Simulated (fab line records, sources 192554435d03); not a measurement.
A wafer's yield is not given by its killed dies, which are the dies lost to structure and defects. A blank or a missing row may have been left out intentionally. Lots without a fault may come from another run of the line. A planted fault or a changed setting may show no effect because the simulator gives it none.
Chamber matching || flow n5Finfet || rieDiel-03 running N5_BEOL_M2_STRIP_66: 4 sister chambers
The step strips in CF4. 36 wafers are shown with their chamber, then 12 later ones without.

## WAFERS WITH THEIR CHAMBER
{"wafer": "L077.1", "chamber": 0, "drypumpMotorCurrentA (A)": 6.3, "showerheadPlenumPTorr (Torr)": 1.86, "throttleValvePct (%)": 13.87}
{"wafer": "L077.2", "chamber": 2, "drypumpMotorCurrentA (A)": 6.0, "showerheadPlenumPTorr (Torr)": 1.73, "throttleValvePct (%)": 13.55}
{"wafer": "L077.5", "chamber": 3, "drypumpMotorCurrentA (A)": 5.6, "showerheadPlenumPTorr (Torr)": 1.88, "throttleValvePct (%)": 14.15}
{"wafer": "L079.1", "chamber": 1, "drypumpMotorCurrentA (A)": 5.2, "showerheadPlenumPTorr (Torr)": 1.92, "throttleValvePct (%)": 13.40}
{"wafer": "L079.2", "chamber": 2, "drypumpMotorCurrentA (A)": 6.0, "showerheadPlenumPTorr (Torr)": 1.73, "throttleValvePct (%)": 13.54}
{"wafer": "L079.6", "chamber": 3, "drypumpMotorCurrentA (A)": 5.6, "showerheadPlenumPTorr (Torr)": 1.88, "throttleValvePct (%)": 14.16}
{"wafer": "L081.2", "chamber": 3, "drypumpMotorCurrentA (A)": 5.6, "showerheadPlenumPTorr (Torr)": 1.88, "throttleValvePct (%)": 14.19}
{"wafer": "L081.3", "chamber": 1, "drypumpMotorCurrentA (A)": 5.1, "showerheadPlenumPTorr (Torr)": 1.92, "throttleValvePct (%)": 13.41}
{"wafer": "L081.6", "chamber": 1, "drypumpMotorCurrentA (A)": 5.2, "showerheadPlenumPTorr (Torr)": 1.92, "throttleValvePct (%)": 13.42}
{"wafer": "L082.1", "chamber": 2, "drypumpMotorCurrentA (A)": 6.0, "showerheadPlenumPTorr (Torr)": 1.72, "throttleValvePct (%)": 13.56}
{"wafer": "L082.2", "chamber": 1, "drypumpMotorCurrentA (A)": 5.2, "showerheadPlenumPTorr (Torr)": 1.92, "throttleValvePct (%)": 13.41}
{"wafer": "L082.6", "chamber": 1, "drypumpMotorCurrentA (A)": 5.2, "showerheadPlenumPTorr (Torr)": 1.92, "throttleValvePct (%)": 13.42}
{"wafer": "L084.1", "chamber": 0, "drypumpMotorCurrentA (A)": 6.2, "showerheadPlenumPTorr (Torr)": 1.86, "throttleValvePct (%)": 13.90}
{"wafer": "L084.2", "chamber": 2, "drypumpMotorCurrentA (A)": 6.0, "showerheadPlenumPTorr (Torr)": 1.72, "throttleValvePct (%)": 13.55}
{"wafer": "L084.3", "chamber": 3, "drypumpMotorCurrentA (A)": 5.6, "showerheadPlenumPTorr (Torr)": 1.88, "throttleValvePct (%)": 14.19}
{"wafer": "L084.4", "chamber": 2, "drypumpMotorCurrentA (A)": 6.0, "showerheadPlenumPTorr (Torr)": 1.72, "throttleValvePct (%)": 13.57}
{"wafer": "L084.5", "chamber": 0, "drypumpMotorCurrentA (A)": 6.3, "showerheadPlenumPTorr (Torr)": 1.86, "throttleValvePct (%)": 13.91}
{"wafer": "L084.6", "chamber": 3, "drypumpMotorCurrentA (A)": 5.6, "showerheadPlenumPTorr (Torr)": 1.88, "throttleValvePct (%)": 14.18}
{"wafer": "L085.1", "chamber": 0, "drypumpMotorCurrentA (A)": 6.3, "showerheadPlenumPTorr (Torr)": 1.86, "throttleValvePct (%)": 13.92}
{"wafer": "L085.3", "chamber": 3, "drypumpMotorCurrentA (A)": 5.6, "showerheadPlenumPTorr (Torr)": 1.88, "throttleValvePct (%)": 14.20}
{"wafer": "L085.5", "chamber": 2, "drypumpMotorCurrentA (A)": 6.0, "showerheadPlenumPTorr (Torr)": 1.72, "throttleValvePct (%)": 13.59}
{"wafer": "L086.1", "chamber": 2, "drypumpMotorCurrentA (A)": 6.0, "showerheadPlenumPTorr (Torr)": 1.72, "throttleValvePct (%)": 13.60}
{"wafer": "L086.4", "chamber": 3, "drypumpMotorCurrentA (A)": 5.6, "showerheadPlenumPTorr (Torr)": 1.88, "throttleValvePct (%)": 14.22}
{"wafer": "L086.5", "chamber": 1, "drypumpMotorCurrentA (A)": 5.1, "showerheadPlenumPTorr (Torr)": 1.91, "throttleValvePct (%)": 13.44}
{"wafer": "L087.1", "chamber": 2, "drypumpMotorCurrentA (A)": 6.0, "showerheadPlenumPTorr (Torr)": 1.72, "throttleValvePct (%)": 13.61}
{"wafer": "L087.4", "chamber": 0, "drypumpMotorCurrentA (A)": 6.3, "showerheadPlenumPTorr (Torr)": 1.85, "throttleValvePct (%)": 13.93}
{"wafer": "L087.5", "chamber": 0, "drypumpMotorCurrentA (A)": 6.2, "showerheadPlenumPTorr (Torr)": 1.85, "throttleValvePct (%)": 13.93}
{"wafer": "L088.1", "chamber": 1, "drypumpMotorCurrentA (A)": 5.2, "showerheadPlenumPTorr (Torr)": 1.91, "throttleValvePct (%)": 13.44}
{"wafer": "L088.3", "chamber": 3, "drypumpMotorCurrentA (A)": 5.6, "showerheadPlenumPTorr (Torr)": 1.87, "throttleValvePct (%)": 14.20}
{"wafer": "L088.6", "chamber": 2, "drypumpMotorCurrentA (A)": 6.0, "showerheadPlenumPTorr (Torr)": 1.72, "throttleValvePct (%)": 13.60}
{"wafer": "L090.4", "chamber": 0, "drypumpMotorCurrentA (A)": 6.3, "showerheadPlenumPTorr (Torr)": 1.85, "throttleValvePct (%)": 13.94}
{"wafer": "L090.5", "chamber": 1, "drypumpMotorCurrentA (A)": 5.2, "showerheadPlenumPTorr (Torr)": 1.91, "throttleValvePct (%)": 13.47}
{"wafer": "L090.6", "chamber": 0, "drypumpMotorCurrentA (A)": 6.3, "showerheadPlenumPTorr (Torr)": 1.85, "throttleValvePct (%)": 13.96}
{"wafer": "L091.1", "chamber": 2, "drypumpMotorCurrentA (A)": 6.0, "showerheadPlenumPTorr (Torr)": 1.72, "throttleValvePct (%)": 13.63}
{"wafer": "L091.2", "chamber": 0, "drypumpMotorCurrentA (A)": 6.3, "showerheadPlenumPTorr (Torr)": 1.85, "throttleValvePct (%)": 13.96}
{"wafer": "L091.3", "chamber": 3, "drypumpMotorCurrentA (A)": 5.6, "showerheadPlenumPTorr (Torr)": 1.87, "throttleValvePct (%)": 14.25}

SIGNATURES, as means of the wafers listed above
{"reading": "drypumpMotorCurrentA", "chamber 0": 6.278, "chamber 1": 5.175, "chamber 2": 6.000, "chamber 3": 5.600, "scatter within a chamber": 0.0309}
{"reading": "showerheadPlenumPTorr", "chamber 0": 1.8544, "chamber 1": 1.9163, "chamber 2": 1.7220, "chamber 3": 1.8778, "scatter within a chamber": 0.00476}
{"reading": "throttleValvePct", "chamber 0": 13.9244, "chamber 1": 13.4262, "chamber 2": 13.5800, "chamber 3": 14.1933, "scatter within a chamber": 0.0283}
Rule: distance of a wafer from a chamber = root of the sum over the readings of ((wafer's reading minus chamber's mean) / reading's scatter) squared. If the next closest chamber is less than 2 further off than the closest, the wafer can't be placed; otherwise it belongs to the closest. The scatter is the square root of a quotient: the sum, over the shown wafers, of each reading's squared deviation from its chamber's mean, divided by wafers minus chambers.

## WAFERS WHOSE CHAMBER IS MISSING
{"wafer": "L091.4", "drypumpMotorCurrentA (A)": 5.1, "showerheadPlenumPTorr (Torr)": 1.91, "throttleValvePct (%)": 13.47}
{"wafer": "L091.5", "drypumpMotorCurrentA (A)": 6.0, "showerheadPlenumPTorr (Torr)": 1.72, "throttleValvePct (%)": 13.64}
{"wafer": "L091.6", "drypumpMotorCurrentA (A)": 5.6, "showerheadPlenumPTorr (Torr)": 1.87, "throttleValvePct (%)": 14.22}
{"wafer": "L093.1", "drypumpMotorCurrentA (A)": 5.1, "showerheadPlenumPTorr (Torr)": 1.91, "throttleValvePct (%)": 13.48}
{"wafer": "L093.2", "drypumpMotorCurrentA (A)": 5.6, "showerheadPlenumPTorr (Torr)": 1.87, "throttleValvePct (%)": 14.25}
{"wafer": "L093.3", "drypumpMotorCurrentA (A)": 6.3, "showerheadPlenumPTorr (Torr)": 1.85, "throttleValvePct (%)": 13.97}
{"wafer": "L093.4", "drypumpMotorCurrentA (A)": 6.0, "showerheadPlenumPTorr (Torr)": 1.71, "throttleValvePct (%)": 13.65}
{"wafer": "L093.5", "drypumpMotorCurrentA (A)": 6.0, "showerheadPlenumPTorr (Torr)": 1.71, "throttleValvePct (%)": 13.65}
{"wafer": "L093.6", "drypumpMotorCurrentA (A)": 5.2, "showerheadPlenumPTorr (Torr)": 1.91, "throttleValvePct (%)": 13.49}
{"wafer": "L096.2", "drypumpMotorCurrentA (A)": 6.3, "showerheadPlenumPTorr (Torr)": 1.85, "throttleValvePct (%)": 14.00}
{"wafer": "L096.4", "drypumpMotorCurrentA (A)": 5.6, "showerheadPlenumPTorr (Torr)": 1.87, "throttleValvePct (%)": 14.28}
{"wafer": "L096.6", "drypumpMotorCurrentA (A)": 6.3, "showerheadPlenumPTorr (Torr)": 1.85, "throttleValvePct (%)": 13.99}

## CHAMBER TAKEN BY EACH
{"wafer": "L091.4", "from the rows above": 1, "in truth": 1}
{"wafer": "L091.5", "from the rows above": 2, "in truth": 2}
{"wafer": "L091.6", "from the rows above": 3, "in truth": 3}
{"wafer": "L093.1", "from the rows above": 1, "in truth": 1}
{"wafer": "L093.2", "from the rows above": 3, "in truth": 3}
{"wafer": "L093.3", "from the rows above": 0, "in truth": 0}
{"wafer": "L093.4", "from the rows above": 2, "in truth": 2}
{"wafer": "L093.5", "from the rows above": 2, "in truth": 2}
{"wafer": "L093.6", "from the rows above": 1, "in truth": 1}
{"wafer": "L096.2", "from the rows above": 0, "in truth": 0}
{"wafer": "L096.4", "from the rows above": 3, "in truth": 3}
{"wafer": "L096.6", "from the rows above": 0, "in truth": 0}
Correctly placed: 12 of 12. Not placeable from these rows: 0. Placed wrongly: 0.
